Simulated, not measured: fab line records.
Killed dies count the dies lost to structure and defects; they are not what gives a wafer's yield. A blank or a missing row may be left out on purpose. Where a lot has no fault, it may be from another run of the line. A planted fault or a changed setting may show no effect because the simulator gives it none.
Chamber matching	flow nand harc	4 sister chambers for NHARC_A_STAIRCASE_ALD_420 on ald hk-04
The step deposits SiO2, target thk 20 nm, pulse time 6 s, ald cycles 200. 4 wafers are shown with their chamber, then 10 later ones without.

WAFERS, EACH WITH ITS CHAMBER
wafer	chamber	heater power w (W)
L089.1	1	448
L089.5	0	444
L090.1	3	517
L090.4	2	452

WAFERS WITHOUT THEIR CHAMBER
wafer	heater power w (W)
L090.5	521
L093.2	506
L093.3	460
L093.6	511
L094.1	529
L094.4	442
L094.5	449
L097.2	445
L097.4	440
L097.5	484

CHAMBER TAKEN BY EACH
wafer	from the rows above	in truth
L090.5	3	3
L093.2	3	3
L093.3	can't be placed: 2 or 1 or 0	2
L093.6	3	3
L094.1	3	3
L094.4	can't be placed: 0 or 1 or 2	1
L094.5	can't be placed: 1 or 2 or 0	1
L097.2	can't be placed: 0 or 1 or 2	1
L097.4	can't be placed: 0 or 1 or 2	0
L097.5	can't be placed: 2 or 3 or 1 or 0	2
Correct placement for 4 of the 10. From these rows, 6 cannot be placed; in 6 the true chamber is one of the candidates. Number placed wrongly: 0.
How it was worked out, from the rows above alone: a wafer's distance from a chamber is the root of the sum, over the readings, of the square of ((its reading less the chamber's mean) divided by the reading's scatter). If the next closest chamber is less than 2 further off than the closest, the wafer can't be placed; otherwise it belongs to the closest. Each chamber's mean is taken over the wafers shown for it. The scatter (one wafer shown for each chamber): square how far every hidden wafer sits from the nearest shown wafer, average those squares and take the square root.
